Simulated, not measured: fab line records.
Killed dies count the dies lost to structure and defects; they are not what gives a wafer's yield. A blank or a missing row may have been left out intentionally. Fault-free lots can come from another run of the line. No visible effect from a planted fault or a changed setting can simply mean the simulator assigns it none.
fab line records	flow nand-harc
record: lots: 13	wafers: 39	last-day: 24
route steps=1159 shown P_STI@89 THIN_TSV@1121 END@1159
lots with no fault: from the same line, run without faults
start-h: hours from the record's first day to the start of the lot's first wafer shown	wait-h: time in hours since the lot's previous step	" same as the row above	L1.1+2: one row covering several wafers at once	- no value present, or no start provided	* or withheld: withheld	< > ~ a bound
route shown NAME@n: a module of which the file shows steps, and the number in the route of the first	usual: mean and standard deviation over wafers with no fault	same: alike in all rows	chamber/n: place in a boat	sites: per-site readings	_std_site: standard deviation of those values	_edge_site: the outer-site mean with the inner-site mean subtracted	radius-mm: for every site, how far away it sits from the centre of the wafer	mask NAME#n: copy n	behind: tool/chamber where the wafer was last shaped	hold: cause of the lot's hold/its duration in hours/its outcome	device: which transistor (n, p or np) failed to switch	end of line: tests run on the same wafers once the route is complete	a step with no rows: only its recipe	killed: dies lost to structure and defects at the first sort, not the wafer's yield	map: per-die view of a wafer (x killed, . not killed, _ where there is no die)
set.NAME: the setting as run; set.NAME@STEP: as run at that earlier step	model.NAME: the simulator's own value behind a step, which no gauge read
steps of the route over a sample of lots; a table a step, a row a wafer
services: from which hour (start-h, from the record's first day; less than 0 if before it) a tool's chamber was out of use, for how many hours, and why
== steps ==
step: NHARC_P_STI_ETCH_31
recipe: target-depth-a: 1089	time-s: 54.5	cf4-flow-sccm: 100	chf3-flow-sccm: 30	ar-flow-sccm: 0	rf-w: 500	bias-w: 200	chemistry: CF4/CHF3
usual: cf4-flow-sccm: 100.0/0.32	chamber-pressure-mTorr: 25.003/0.023	drypump-motor-current-A: 5.8/0.39	oes-product-au: 0.963/0.02	rf-vpp-V: 370.6/2.6	showerhead-plenum-p-Torr: 1.58/0.07	throttle-valve-pct: 16.802/0.0088
lot.wafer	tool	chamber	start-h	wait-h	cf4-flow-sccm	chamber-pressure-mTorr	drypump-motor-current-A	oes-product-au	rf-hours-counter-h	rf-vpp-V	showerhead-plenum-p-Torr	throttle-valve-pct
L524.1	rie-diel-01	1	35.22	-	99.8	24.980	6.1	0.996	2.0	370.8	1.61	16.799
L524.3	"	0	"	"	99.8	24.984	5.3	0.962	1.4	368.4	1.53	16.797
L524.5	"	2	"	"	99.4	24.992	5.9	1.005	-	374.2	1.67	16.809
L526.3	rie-diel-13	1	50.82	-	99.9	25.002	5.4	0.963	5.8	373.4	1.64	16.776
L526.2	"	0	"	"	99.5	24.955	6.3	0.948	7.4	374.0	1.68	16.800
L526.6	"	1	"	"	100.6	25.022	5.4	0.964	-	371.9	1.64	16.807
L527.3	rie-diel-05	2	50.91	-	100.2	24.968	5.8	0.956	1.8	368.0	1.51	16.801
L527.1	"	3	"	"	99.3	25.021	6.0	0.950	1.5	372.8	1.60	16.810
L527.2	"	0	"	"	99.2	24.999	5.1	0.960	0.8	369.6	1.57	16.796
L528.4	rie-diel-05	0	61.05	-	100.0	25.022	5.1	0.969	1.0	369.9	1.57	16.787
L528.1	"	1	"	"	99.7	24.998	6.5	0.941	1.9	370.7	1.60	16.807
L528.6	"	2	"	"	99.7	25.009	5.8	0.980	-	367.6	1.51	16.817
L530.1	rie-diel-13	1	67.59	-	100.2	25.023	5.4	0.961	6.1	372.6	1.64	16.796
L530.4	"	3	"	"	99.6	25.018	5.8	0.965	7.5	367.7	1.47	16.807
L530.5	"	2	"	"	99.6	24.996	5.5	0.980	-	372.5	1.62	16.811
L531.1	rie-diel-05	2	77.36	-	100.3	24.973	5.8	0.958	2.4	368.4	1.51	16.808
L531.2	"	3	"	"	100.1	25.009	6.0	0.933	2.2	369.2	1.60	16.796
L531.4	"	0	"	"	99.9	24.990	5.1	0.973	1.5	368.5	1.57	16.803
L533.4	rie-diel-01	0	91.29	-	100.5	25.023	5.3	0.964	3.7	368.2	1.53	16.808
L533.5	"	2	"	"	99.8	24.986	5.9	0.988	-	373.7	1.67	16.805
L533.6	"	3	"	"	99.9	24.979	5.7	0.972	-	367.2	1.48	16.810
L534.4	rie-diel-05	1	98.10	-	99.9	25.025	6.5	0.926	2.6	371.9	1.60	16.805
L534.3	"	3	"	"	100.1	25.014	6.0	0.931	2.5	371.5	1.60	16.798
L534.5	"	1	"	"	99.9	24.966	6.5	0.936	-	371.5	1.60	16.805
L536.2	rie-diel-05	3	107.85	-	100.1	25.037	6.0	0.916	3.0	371.1	1.60	16.806
L536.3	"	1	"	"	100.0	24.986	6.5	0.940	3.2	371.4	1.60	16.810
L536.5	"	3	"	"	100.6	24.990	6.0	0.915	-	371.4	1.60	16.794
L539.1	rie-diel-01	0	125.28	-	99.5	25.034	5.3	0.977	4.9	369.9	1.53	16.799
L539.3	"	1	"	"	99.9	24.994	6.1	0.982	5.2	372.7	1.61	16.809
L539.4	"	2	"	"	100.1	25.006	5.9	0.976	6.3	373.6	1.67	16.812
L542.4	rie-diel-13	0	144.06	-	100.2	25.006	6.2	0.935	-	376.2	1.67	16.808
L542.6	"	1	"	"	99.2	25.024	5.3	0.960	-	372.1	1.63	16.808
L542.5	"	3	"	"	99.6	24.991	5.8	0.951	-	366.8	1.47	16.800
L545.3	rie-diel-01	1	163.05	-	100.1	25.013	6.1	0.962	0.8	371.0	1.61	16.801
L545.4	"	3	"	"	100.1	25.004	5.7	0.983	0.8	367.8	1.48	16.803
L545.6	"	2	"	"	99.7	24.983	5.9	0.957	-	373.2	1.67	16.812
L547.4	rie-diel-01	3	173.48	-	100.3	25.002	5.8	0.948	1.2	367.9	1.48	16.802
L547.1	"	2	"	"	100.3	24.996	5.9	0.933	1.1	374.6	1.67	16.795
L547.5	"	0	"	"	99.7	25.030	5.3	0.970	-	368.0	1.53	16.805
step: NHARC_THIN_TSV_CD_MEAS_16
usual: cd-nm: 1001/3
lot.wafer	tool	chamber	start-h	wait-h	cd-nm
L524.1	cd-sem-03	-	408.93	0.1	1005
L524.3	"	-	"	"	999
L524.5	"	-	"	"	1005
L526.2	cd-sem-02	-	433.77	0.1	1005
L526.3	"	-	"	"	1001
L526.6	"	-	"	"	999
L527.1	cd-sem-03	-	435.29	0.1	1004
L527.2	"	-	"	"	1001
L527.3	"	-	"	"	1002
L528.1	cd-sem-03	-	439.73	0.1	1007
L528.4	"	-	"	"	998
L528.6	"	-	"	"	1000
L530.1	cd-sem-02	-	470.46	0.1	1002
L530.4	"	-	"	"	1002
L530.5	"	-	"	"	1002
L531.1	cd-sem-03	-	474.20	0.1	998
L531.2	"	-	"	"	1000
L531.4	"	-	"	"	1003
L534.3	cd-sem-03	-	481.29	0.1	1003
L534.4	"	-	"	"	998
L534.5	"	-	"	"	999
L536.2	cd-sem-02	-	483.58	0.1	1000
L536.3	"	-	"	"	1001
L536.5	"	-	"	"	1007
L533.4	cd-sem-02	-	485.51	0.1	998
L533.5	"	-	"	"	998
L533.6	"	-	"	"	998
L539.1	cd-sem-01	-	501.45	0.1	1005
L539.3	"	-	"	"	1004
L539.4	"	-	"	"	998
L542.4	cd-sem-03	-	530.48	0.1	1004
L542.5	"	-	"	"	1000
L542.6	"	-	"	"	1001
L545.3	cd-sem-03	-	556.99	0.1	1001
L545.4	"	-	"	"	999
L545.6	"	-	"	"	999
L547.1	cd-sem-01	-	569.75	0.1	1003
L547.4	"	-	"	"	1007
L547.5	"	-	"	"	999
step: NHARC_THIN_TSV_STRIP_62
recipe: power-w: 1500	temp-c: 250	time-s: 20	chemistry: N2/H2
usual: drypump-motor-current-A: 5.3/0.39	heater-power-w: 333/13
lot.wafer	tool	chamber	start-h	wait-h	drypump-motor-current-A	heater-power-w	rf-hours-counter-h
L524.1	plasma-asher-01	1	410.63	-	5.2	325	46
L524.3	"	0	"	"	5.7	343	-
L524.5	"	0	"	"	5.7	346	-
L526.2	plasma-asher-01	1	435.43	-	5.2	333	53
L526.3	"	0	"	"	5.7	345	-
L526.6	"	0	"	"	5.7	332	-
L527.1	plasma-asher-01	1	436.94	-	5.2	338	54
L527.2	"	0	"	"	5.6	332	54
L527.3	"	0	"	"	5.7	344	-
L528.1	plasma-asher-02	0	441.38	-	4.8	351	23
L528.4	"	1	"	"	5.8	334	-
L528.6	"	1	"	"	5.8	336	-
L530.1	plasma-asher-01	1	472.09	-	5.2	320	2
L530.4	"	1	"	"	5.2	321	-
L530.5	"	0	"	"	5.7	331	-
L531.1	plasma-asher-02	0	476.46	-	4.8	335	39
L531.2	"	1	"	"	5.8	335	39
L531.4	"	0	"	"	4.8	352	-
L534.3	plasma-asher-02	1	482.96	-	5.7	336	-
L534.4	"	0	"	"	4.8	342	-
L534.5	"	0	"	"	4.8	333	-
L536.2	plasma-asher-02	1	485.24	-	5.8	347	41
L536.3	"	1	"	"	5.7	330	-
L536.5	"	0	"	"	4.8	345	-
L533.4	plasma-asher-01	1	487.20	-	5.2	316	-
L533.5	"	0	"	"	5.6	332	-
L533.6	"	1	"	"	5.2	307	-
L539.1	plasma-asher-01	1	503.08	-	5.2	322	12
L539.3	"	1	"	"	5.2	324	-
L539.4	"	0	"	"	5.7	325	-
L542.4	plasma-asher-02	1	532.18	-	5.7	341	-
L542.5	"	1	"	"	5.8	329	-
L542.6	"	0	"	"	4.8	346	-
L545.3	plasma-asher-02	1	558.65	-	5.8	342	-
L545.4	"	0	"	"	4.8	350	-
L545.6	"	0	"	"	4.8	362	-
L547.1	plasma-asher-01	1	571.84	-	5.2	311	38
L547.4	"	1	"	"	5.2	318	-
L547.5	"	0	"	"	5.7	325	-
step: NHARC_THIN_TSV_PVD_51
recipe: target-thk-a: 1000	chamber-pressure-pa: 5	material: Cu
usual: throttle-valve-pct: 30.0/0.55
lot.wafer	tool	chamber	start-h	wait-h	throttle-valve-pct
L524.3	pvd-sputter-03	-	-	-	29.7
L524.1	"	-	"	"	29.8
L524.5	"	-	"	"	30.2
L526.2	pvd-sputter-01	-	-	-	29.8
L526.3	"	-	"	"	30.0
L526.6	"	-	"	"	30.7
L527.1	pvd-sputter-01	-	-	-	31.0
L527.2	"	-	"	"	30.0
L527.3	"	-	"	"	30.1
L528.1	pvd-sputter-01	-	-	-	29.6
L528.4	"	-	"	"	30.8
L528.6	"	-	"	"	29.9
L530.1	pvd-sputter-02	-	-	-	29.2
L530.4	"	-	"	"	28.9
L530.5	"	-	"	"	30.6
L531.1	pvd-sputter-01	-	-	-	29.8
L531.2	"	-	"	"	29.9
L531.4	"	-	"	"	29.4
L534.4	pvd-sputter-03	-	-	-	30.4
L534.3	"	-	"	"	29.3
L534.5	"	-	"	"	31.0
L536.3	pvd-sputter-03	-	-	-	29.6
L536.2	"	-	"	"	30.0
L536.5	"	-	"	"	29.7
L533.4	pvd-sputter-02	-	-	-	29.3
L533.5	"	-	"	"	30.5
L533.6	"	-	"	"	29.4
L539.4	pvd-sputter-01	-	-	-	30.0
L539.3	"	-	"	"	30.9
L539.1	"	-	"	"	29.9
L542.4	pvd-sputter-01	-	-	-	30.3
L542.5	"	-	"	"	29.8
L542.6	"	-	"	"	30.6
L545.4	pvd-sputter-03	-	-	-	30.1
L545.3	"	-	"	"	30.3
L545.6	"	-	"	"	30.0
L547.1	pvd-sputter-01	-	-	-	29.6
L547.4	"	-	"	"	30.0
L547.5	"	-	"	"	29.8
step: NHARC_END_SORT_01
recipe: temp-c: 25
usual: killed-at-array: 28/11	killed-at-other: 0.5/0.87	killed-at-periphery: 2.9/2.2	killed-dies: 32/11	killed-open: 3.2/1.9	killed-short: 1.8/1.4
same: gross-dies: 677
lot.wafer	tool	chamber	start-h	wait-h	killed-at-array	killed-at-other	killed-at-periphery	killed-dies	killed-open	killed-short
L531.1	prober-01	0	492.94	2.4	35	1	84	120	2	0
L531.2	prober-01	0	493.74	2.7	27	0	56	83	2	1
L531.4	prober-01	0	495.33	3.4	32	0	69	101	2	1
L534.3	prober-02	0	500.67	3.1	14	0	59	73	4	0
L534.4	prober-02	0	501.47	3.4	16	0	60	76	5	4
L534.5	prober-02	0	502.27	3.7	11	1	50	62	4	2
L536.2	prober-02	0	507.65	2.8	14	0	62	76	4	0
L536.3	prober-02	0	508.44	3.1	17	0	55	72	3	0
L536.5	prober-02	0	510.03	3.7	12	0	57	69	1	0
killed by level:class
L531.1 P_STI:unspecified=81 A_SLIT:chamber-film-flake=16 A_CHANNEL_HOLE_D1:chamber-film-flake=15 A_CONTACT:chamber-film-flake=3 P_STI:geometric-particle:open=1 STARTING-WAFER:geometric-particle:open=1 P_ZERO_WELL:chamber-film-flake=1 P_GATE:chamber-film-flake=1
L531.2 P_STI:unspecified=56 A_CHANNEL_HOLE_D1:chamber-film-flake=11 A_SLIT:chamber-film-flake=8 A_CONTACT:chamber-film-flake=3 A_CHANNEL_HOLE_D1:geometric-particle:open=1 A_CHANNEL_FILL_D1:geometric-particle:short=1 A_M1:geometric-particle:open=1 A_ZERO_WELL:chamber-film-flake=1
L531.4 P_STI:unspecified=67 A_SLIT:chamber-film-flake=15 A_CHANNEL_HOLE_D1:chamber-film-flake=13 P_ZERO_WELL:chamber-film-flake=2 A_WL_FILL:geometric-particle:short=1 A_CONTACT:geometric-particle:open=1 A_BLC:geometric-particle:open=1 A_CONTACT:chamber-film-flake=1
L534.3 P_STI:unspecified=58 A_WL_FILL:chamber-film-flake=4 A_BLC:geometric-particle:open=3 A_CHANNEL_HOLE_D1:chamber-film-flake=3 A_CONTACT:chamber-film-flake=2 A_M0:geometric-particle:open=1 P_ZERO_WELL:chamber-film-flake=1 A_STAIRCASE:chamber-film-flake=1
L534.4 P_STI:unspecified=58 A_STAIRCASE:chamber-film-flake=3 A_CHANNEL_HOLE_D1:chamber-film-flake=2 A_WL_FILL:chamber-film-flake=2 P_CONTACT:geometric-particle:short=1 P_M1:geometric-particle:open=1 A_SOURCE_PLATE:geometric-particle:short=1 A_SOURCE_PLATE:geometric-particle:open=1
L534.5 P_STI:unspecified=50 A_WL_FILL:chamber-film-flake=2 A_SOURCE_PLATE:geometric-particle:open=1 A_SOURCE_PLATE:geometric-particle:short=1 A_CONTACT:geometric-particle:open=1 A_CONTACT:geometric-particle:short=1 A_BLC:geometric-particle:open=1 A_M0:geometric-particle:open=1
L536.2 P_STI:unspecified=60 A_STAIRCASE:chamber-film-flake=4 A_CHANNEL_HOLE_D1:chamber-film-flake=3 A_WL_FILL:chamber-film-flake=2 A_ONON_D1:geometric-particle:open=1 A_CHANNEL_FILL_D1:geometric-particle:open=1 A_SLIT:geometric-particle:open=1 A_M1:geometric-particle:open=1
L536.3 P_STI:unspecified=55 A_STAIRCASE:chamber-film-flake=6 A_WL_FILL:chamber-film-flake=3 A_CONTACT:chamber-film-flake=3 A_CHANNEL_HOLE_D1:chamber-film-flake=2 A_WL_FILL:geometric-particle:open=1 A_CONTACT:geometric-particle:open=1 A_BLC:geometric-particle:open=1
L536.5 P_STI:unspecified=57 A_STAIRCASE:chamber-film-flake=5 A_CHANNEL_HOLE_D1:chamber-film-flake=2 A_WL_FILL:chamber-film-flake=2 A_CONTACT:chamber-film-flake=2 A_M0:geometric-particle:open=1
== services ==
tool	chamber	start-h	hours	kind
rie-diel-05	2	11.89	5.0	repair
rie-diel-05	3	18.74	6.4	repair
rie-diel-05	0	27.01	21.1	repair
rie-diel-05	1	44.24	3.4	repair
plasma-asher-02	-	45.22	2.0	repair
plasma-asher-02	-	48.07	1.2	repair
rie-diel-01	1	49.00	5.7	repair
rie-diel-01	-	74.43	0.4	repair
rie-diel-05	0	81.04	1.3	repair
plasma-asher-01	-	99.29	9.0	pm
rie-diel-01	-	137.80	9.0	pm
pvd-sputter-01	-	172.68	3.9	repair
pvd-sputter-01	-	176.60	10.0	pm
plasma-asher-02	-	183.00	9.0	pm
pvd-sputter-01	-	199.13	3.9	repair
pvd-sputter-01	-	274.65	8.2	repair
plasma-asher-01	-	276.29	9.0	pm
pvd-sputter-01	-	332.53	0.6	repair
pvd-sputter-01	-	354.60	10.0	pm
plasma-asher-02	-	360.00	9.0	pm
pvd-sputter-01	-	422.67	2.7	repair
plasma-asher-01	-	453.29	9.0	pm
plasma-asher-02	-	537.02	9.0	pm
pvd-sputter-01	-	547.44	5.4	repair
== key ==
first-sign: step: NHARC_END_SORT_01	reading: killed-at-periphery	direction: up	sigmas: 27	usual: 2.9	struck: 61.3
effect: step: NHARC_END_SORT_01	reading: killed-dies	direction: up	sigmas: 4.5	usual: 32	struck: 81
more-kills-born-at: NHARC_P_STI_ETCH_31@rie-diel-05: 542
met-at NHARC_P_STI_ETCH_31
struck-lots L531,L534,L536
tester-left-out L531,L534,L536
not-acting-at NHARC_THIN_TSV_CD_MEAS_16,NHARC_THIN_TSV_STRIP_62,NHARC_THIN_TSV_PVD_51
onset-between 61.05 77.36
fault: kind: chamber-particle-source	tool: rie-diel-05	chamber: -	onset-h: 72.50	steps: NHARC_P_STI_ETCH_31	rate-per-visit-cm2: 0.76604	end-h: 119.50
tester-left-out: of these lots the tester's yield and bins aren't shown, on N5 and GAA mostly nor the transistor test; their killed dies are dies lost to structure and defects alone, not to doping, threshold or leakage, so they don't give the yield
